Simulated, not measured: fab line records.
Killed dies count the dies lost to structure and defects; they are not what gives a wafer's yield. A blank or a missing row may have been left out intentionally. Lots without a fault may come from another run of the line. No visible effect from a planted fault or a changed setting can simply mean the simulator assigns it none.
Struck lot and sound lot, side by side | flow nandHarc | 42 out of 1159 route steps
Sound: wafers L903.2, L903.4, L903.5. Wafers L916.2, L916.4, L916.5 were the ones struck. At the end, the cause is stated.
Order at every step that has rows: each side's tool, ch and its chambers, its first start. Under that, the readings that differ: sound wafers | struck wafers | difference of the means | sigmas: that difference in standard deviations of wafers without a fault.
alike: same words and numbers on both sides, and readings whose means sit less than 2 such deviations apart. not compared: any withheld reading, any reading some wafer has no value for, any bound like >300 that may hide the same value, and any number with overlapping values for which the record gives no deviation.
The two part at a step that has a row with sigmas, a row that says differs or no value, or rows on one side only. When numbers do not overlap yet have no deviation, they are printed without sigmas and do not part them. A reading that every wafer of one side lacks parts them only if that side has two wafers or more.

first, 4 steps without rows for these wafers: NHARC_A_CONTACT_ETCH_112 (etches the open film in C4F8/O2/Ar, time 94 s, target depth 922 nm); NHARC_A_CONTACT_ETCH_113 (etches the open film in C4F8/O2/Ar, time 94 s, target depth 922 nm); NHARC_A_CONTACT_ETCH_114 (etches the open film in C4F8/O2/Ar, time 94 s, target depth 922 nm); NHARC_A_CONTACT_ETCH_115 (etches the open film in C4F8/O2/Ar, time 94 s, target depth 922 nm).
NHARC_A_CONTACT_ETCH_116: etches the open film in C4F8/O2/Ar, time 94 s, target depth 922 nm.
  sound on harCapEtch-02 ch 0,1, day 17 10:44; struck on harCapEtch-02 ch 0,1, day 20 17:51
  not compared: rfHoursCounterH
then, 1 step without rows for these wafers: NHARC_A_CONTACT_ETCH_117 (etches the open film in C4F8/O2/Ar, time 94 s, target depth 922 nm).
NHARC_A_CONTACT_ETCH_118: etches the open film in C4F8/O2/Ar, time 94 s, target depth 922 nm.
  sound on harCapEtch-02 ch 0,1, day 17 10:56; struck on harCapEtch-02 ch 0,1, day 20 18:02
  not compared: rfHoursCounterH
then, 5 steps without rows for these wafers: NHARC_A_CONTACT_ETCH_119 (etches the open film in C4F8/O2/Ar, time 94 s, target depth 922 nm); NHARC_A_CONTACT_ETCH_120 (etches the open film in C4F8/O2/Ar, time 94 s, target depth 922 nm); NHARC_A_CONTACT_ETCH_121 (etches the open film in C4F8/O2/Ar, time 94 s, target depth 922 nm); NHARC_A_CONTACT_ETCH_122 (etches the open film in C4F8/O2/Ar, time 95 s, target depth 930 nm); NHARC_A_CONTACT_ETCH_123 (etches the open film in C4F8/O2/Ar, time 253 s, target depth 1090 nm).
NHARC_A_CONTACT_ETCH_90: etches the open film in CH3F/O2, target depth 40 nm, time 85.7 s.
  sound on rieDiel-13 ch 0,1,3, day 17 12:00; struck on rieDiel-08 ch 1,2, day 20 19:05
  alike: drypumpMotorCurrentA, oesProductAu, rfVppV, showerheadPlenumPTorr, throttleValvePct
  not compared: rfHoursCounterH
then, 1 step without rows for these wafers: NHARC_A_CONTACT_ETCH_96 (etches the open film in C4F6/O2, target depth 20 nm, time 10 s).
NHARC_A_CONTACT_CD_MEAS_53:
  sound on cdSem-02, day 17 12:28; struck on cdSem-03, day 20 19:19
  alike: cdNm
then, 3 steps without rows for these wafers: NHARC_A_CONTACT_STRIP_99 (strips in N2/H2); NHARC_A_CONTACT_STRIP_100 (strips in CF4/CHF3); NHARC_A_CONTACT_STRIP_101 (strips in O2/COS).
NHARC_A_CONTACT_ETCH_102: etches the open film in CF4/O2, target depth 70 nm, overetch 7 nm, time 38.5 s.
  sound on rieDiel-11 ch 0,2, day 17 12:45; struck on rieDiel-13 ch 0,1,2, day 20 19:36
  alike: drypumpMotorCurrentA, oes_ar_750_au, oes_o_777_au, oesProductAu, rfVppV, showerheadPlenumPTorr, throttleValvePct
  not compared: rfHoursCounterH
then, 14 steps without rows for these wafers: NHARC_A_CONTACT_STRIP_55 (strips in O2); NHARC_A_CONTACT_STRIP_56 (strips in post etch residue remover, time 600 s); NHARC_A_CONTACT_DEP_57 (deposits aC, target thk 2800 nm); NHARC_A_CONTACT_DEP_58 (deposits SiON, target thk 60 nm); NHARC_A_CONTACT_DEHYDRATE_59 (time 120 s); NHARC_A_CONTACT_HMDS_60 (time 30 s); NHARC_A_CONTACT_COAT_61 (time 75 s); NHARC_A_CONTACT_COAT_62 (time 65 s); NHARC_A_CONTACT_COAT_63 (resist thk 90 nm); NHARC_A_CONTACT_SOFTBAKE_64 (time 55 s); NHARC_A_CONTACT_EBR_65; NHARC_A_CONTACT_EXPOSE_66 (exposes mask A CC 2); NHARC_A_CONTACT_PEB_67 (peb time 65 s); NHARC_A_CONTACT_DEVELOP_68 (develop time 35 s).
NHARC_A_CONTACT_CD_MEAS_69: the cd target is 200 nm.
  sound on cdSem-01 ch 0, day 17 16:57; struck on cdSem-03 ch 0, day 21 01:47
  alike: cdNm
NHARC_A_CONTACT_OVL_MEAS_70:
  sound on overlay-02, day 17 17:02; struck on overlay-01, day 21 01:52
  alike: overlayXNm, overlayYNm
then, 2 steps without rows for these wafers: NHARC_A_CONTACT_DESCUM_74 (chemistry O2, time 3 s); NHARC_A_CONTACT_ETCH_75 (etches the open film in CF4, target depth 39 nm, time 65 s).
NHARC_A_CONTACT_ETCH_76: etches the open film in N2/H2, target depth 260 nm, time 475.3 s.
  sound on rieDiel-13 ch 0,1,2; struck on rieDiel-13 ch 0,3
reading             | sound             | struck            | difference | sigmas
oesProductAu (a.u.) | 0.987 0.997 0.995 | 1.007 1.019 1.015 | +0.021     | +2
  alike: drypumpMotorCurrentA, rfVppV, showerheadPlenumPTorr, throttleValvePct
  not compared: rfHoursCounterH
then, 1 step without rows for these wafers: NHARC_A_CONTACT_ETCH_77 (etches the open film in CF4/CHF3, target depth 72.6 nm, time 36.3 s).
NHARC_A_CONTACT_ETCH_78: etches the open film in O2/COS, target depth 2800 nm, time 728 s.
  sound on rieDiel-13 ch 0,2; struck on rieDiel-13 ch 1,3
reading    | sound             | struck            | difference | sigmas
rfVppV (V) | 311.0 310.1 310.4 | 314.1 314.7 317.0 | +4.8       | +2
  alike: drypumpMotorCurrentA, oesProductAu, showerheadPlenumPTorr, throttleValvePct
  not compared: rfHoursCounterH
then, 1 step without rows for these wafers: NHARC_A_CONTACT_ETCH_124 (etches the open film in C4F8/O2/Ar, time 140 s, target depth 700 nm).
-- record jumps: 3 days between struck wafers' starts before vs after; left off in module A_CONTACT, resumes in module END, first step shown is number 1159 of the route --
NHARC_END_SORT_01:
  only the struck wafers appear in the record here, on prober-01 ch 0 at day 24 11:49; the sound ones have no rows

## WHERE THEY PART
First at NHARC_A_CONTACT_ETCH_76; last, within this record, at NHARC_END_SORT_01.

WHY: what the simulator had put in
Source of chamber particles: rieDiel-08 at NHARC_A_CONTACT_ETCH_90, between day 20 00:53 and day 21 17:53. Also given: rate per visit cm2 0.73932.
